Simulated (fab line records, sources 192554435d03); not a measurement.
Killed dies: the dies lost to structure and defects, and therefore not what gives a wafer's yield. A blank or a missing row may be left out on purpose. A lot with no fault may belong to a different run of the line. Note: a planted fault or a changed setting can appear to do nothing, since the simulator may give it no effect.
Which tool was responsible?	flow n5-finfet	12 lots, 34 wafers sampled, at 5 steps of a route of 1938

WHAT THE GAUGES READ, wafer by wafer
N5_BEOL_M13_THK_MEAS_50: measures by xrf. Usual: for M13_THK the level is 429 nm and the standard deviation is 6.8.
lot	measured	on	M13_THK (nm)	flag
L118	day 10 22:52	film-metro-02	425 431 439	
L119	day 11 03:53	film-metro-01	425 429 426	
L121	day 12 04:11	film-metro-02	431 435 825	OFF
L122	day 12 12:20	film-metro-02	432 805 807	OFF
L129	day 13 13:44	film-metro-02	425	
L134	day 15 02:04	film-metro-01	430 438 425	
L133	day 15 10:38	film-metro-02	436 429 437	
L137	day 16 04:19	film-metro-02	422 421 422	
L139	day 16 11:01	film-metro-02	444 430 442	
L140	day 16 12:25	film-metro-01	419 430 421	
L138	day 16 13:42	film-metro-01	447 429 442	
L136	day 16 13:35	film-metro-01	435 420 422	

N5_BEOL_M13_INSPECT_55: inspects for defects (darkfield). Usual: raw-defect-count reads 66 (standard deviation 19).
lot	measured	on	raw-defect-count	flag
L118	day 10 23:02	defect-inspect-01	61 44 42	
L119	day 11 04:02	defect-inspect-01	46 91 128	
L121	day 12 04:20	defect-inspect-02	75 63 3123	OFF
L122	day 12 12:29	defect-inspect-01	85 3125 3035	OFF
L129	day 13 13:53	defect-inspect-02	35	
L134	day 15 02:14	defect-inspect-01	32 31 74	
L133	day 15 10:48	defect-inspect-02	58 71 48	
L137	day 16 04:29	defect-inspect-01	39 63 56	
L139	day 16 11:10	defect-inspect-02	48 63 77	
L140	day 16 12:34	defect-inspect-01	74 65 68	
L138	day 16 13:52	defect-inspect-02	81 77 90	
L136	day 16 13:44	defect-inspect-02	58 66 65	

EACH LOT AND THE TOOL THAT RAN IT (in order: tool; ch and the chambers of the sampled wafers; start)
lot	N5_BEOL_M13_STRIP_37	N5_BEOL_M13_ANNEAL_48	N5_BEOL_M13_CMP_49
L118	plasma-asher-01 ch 0,1, day 10 21:28	rtp-anneal-01 ch 0, day 10 22:17	cmp-01 ch 1,3, day 10 22:35
L119	plasma-asher-02 ch 0,1, day 11 00:14	rtp-anneal-02 ch 0, day 11 03:09	cmp-01 ch 1,3, day 11 03:37
L121	plasma-asher-01 ch 0,1, day 12 01:13	rtp-anneal-01 ch 0, day 12 03:35	cmp-01 ch 1,2,3, day 12 03:58
L122	plasma-asher-01 ch 0,1, day 12 08:49	rtp-anneal-01 ch 0, day 12 11:44	cmp-01 ch 0,1,3, day 12 12:07
L129	plasma-asher-02 ch 0, day 13 11:05	rtp-anneal-02 ch 0, day 13 13:05	cmp-01 ch 2, day 13 13:28
L134	plasma-asher-01 ch 0,1, day 15 00:33	rtp-anneal-02 ch 0, day 15 01:32	cmp-02 ch 0,1, day 15 01:47
L133	plasma-asher-01 ch 0,1, day 15 03:59	rtp-anneal-02 ch 0, day 15 10:06	cmp-02 ch 0,3, day 15 10:21
L137	plasma-asher-01 ch 0,1, day 16 02:19	rtp-anneal-01 ch 0, day 16 03:44	cmp-01 ch 2,3, day 16 04:02
L139	plasma-asher-01 ch 0,1, day 16 08:16	rtp-anneal-01 ch 0, day 16 10:27	cmp-02 ch 1,3, day 16 10:45
L140	plasma-asher-01 ch 0,1, day 16 09:28	rtp-anneal-01 ch 0, day 16 11:49	cmp-01 ch 1,2, day 16 12:09
L138	plasma-asher-02 ch 0,1, day 16 09:59	rtp-anneal-02 ch 0, day 16 12:50	cmp-02 ch 1,2,3, day 16 13:25
L136	plasma-asher-01 ch 0,1, day 16 10:29	rtp-anneal-01 ch 0, day 16 13:05	cmp-03 ch 1,3, day 16 13:17
- N5_BEOL_M13_STRIP_37: strips in N2/H2.
- N5_BEOL_M13_ANNEAL_48: time 90 s.
- N5_BEOL_M13_CMP_49: polishes, stops on SiOC, t overpolish 17.1 s, target thk 420 nm.

AS READ BY THE TOOLS THEMSELVES (means over the sampled wafers that have a number; for cases with no such wafer, the mark the record gives instead)
N5_BEOL_M13_STRIP_37. Usual: drypump-motor-current-A 6.2 A, standard deviation 0.41; heater-power-w 339 W, standard deviation 22; oes-product-au 0.785 a.u., standard deviation 0.012.
lot	tool	drypump-motor-current-A (A)	heater-power-w (W)	oes-product-au (a.u.)	flag
L118	plasma-asher-01	5.9	354	0.776	
L119	plasma-asher-02	6.5	316	0.774	
L121	plasma-asher-01	5.9	357	0.790	
L122	plasma-asher-01	5.8	359	0.771	
L129	plasma-asher-02	6.4	327	0.787	
L134	plasma-asher-01	5.8	358	0.797	
L133	plasma-asher-01	6.2	349	0.786	
L137	plasma-asher-01	6.2	351	0.786	
L139	plasma-asher-01	6.2	347	0.782	
L140	plasma-asher-01	6.2	348	0.786	
L138	plasma-asher-02	6.4	321	0.801	
L136	plasma-asher-01	6.2	347	0.783	

N5_BEOL_M13_ANNEAL_48. Usual: wafer_temp_C_max reads 226.2 (standard deviation 0.74).
lot	tool	wafer_temp_C_max	flag
L118	rtp-anneal-01	225.6	
L119	rtp-anneal-02	227.0	
L121	rtp-anneal-01	225.8	
L122	rtp-anneal-01	225.7	
L129	rtp-anneal-02	227.1	
L134	rtp-anneal-02	227.3	
L133	rtp-anneal-02	227.3	
L137	rtp-anneal-01	225.5	
L139	rtp-anneal-01	225.9	
L140	rtp-anneal-01	225.4	
L138	rtp-anneal-02	227.1	
L136	rtp-anneal-01	225.8	

N5_BEOL_M13_CMP_49. Usual: barrier-field-endpoint-s 30.6 s, standard deviation 0.6; motor-current-A 6.2 A, standard deviation 0.6; overpolish-run-s 17.100 s, standard deviation 0.0091; retaining-ring-pressure-frac 1.000, standard deviation 0.0048; slurry-flow-ml-min 150.0, standard deviation 0.46.
lot	tool	barrier-field-endpoint-s (s)	motor-current-A (A)	overpolish-run-s (s)	retaining-ring-pressure-frac	slurry-flow-ml-min	flag
L118	cmp-01	30.1	6.0	17.101	0.998	149.9	
L119	cmp-01	30.2	6.4	17.098	0.996	150.4	
L121	cmp-01	40.5	6.0	11.760	1.001	151.0	OFF
L122	cmp-01	50.5	5.9	6.532	0.997	150.1	OFF
L129	cmp-01	30.0	5.5	17.101	1.002	150.9	
L134	cmp-02	31.0	6.6	17.098	1.007	149.8	
L133	cmp-02	29.8	7.4	17.096	1.005	150.0	
L137	cmp-01	30.3	5.6	17.101	0.999	150.0	
L139	cmp-02	30.7	6.8	17.102	1.002	150.0	
L140	cmp-01	30.8	6.2	17.102	1.000	150.4	
L138	cmp-02	31.1	6.4	17.094	1.001	149.8	
L136	cmp-03	29.5	6.0	17.100	1.002	149.9	

THE ANSWER, worked out from the rows above alone
Rule: a lot counts as off when the mean over its wafers that have a number is more than 3 standard deviations away from the usual mean. Also off: a lot with no number at a reading for which 4 or more lots have one. All remaining lots with rows at the step are treated as sound. Order of review: gauges by route order, followed by the tools' own readings, for which a lot's mean as printed above is used. At the first step where some lot is off, the reading lying furthest off is the one used; lots without a number count as furthest.
Off: at N5_BEOL_M13_THK_MEAS_50 (M13_THK), L121, L122.
If a tool, at a process step before that reading, ran all the lots that are off and no sound lot after the first of them, it fits. Not tried: the gauges at N5_BEOL_M13_THK_MEAS_50; whatever is off there is also off at N5_BEOL_M13_INSPECT_55, on other tools, and gauge error can't account for it. Not one of the candidates tried fits.

WHAT HAD BEEN PUT IN BY THE SIMULATOR
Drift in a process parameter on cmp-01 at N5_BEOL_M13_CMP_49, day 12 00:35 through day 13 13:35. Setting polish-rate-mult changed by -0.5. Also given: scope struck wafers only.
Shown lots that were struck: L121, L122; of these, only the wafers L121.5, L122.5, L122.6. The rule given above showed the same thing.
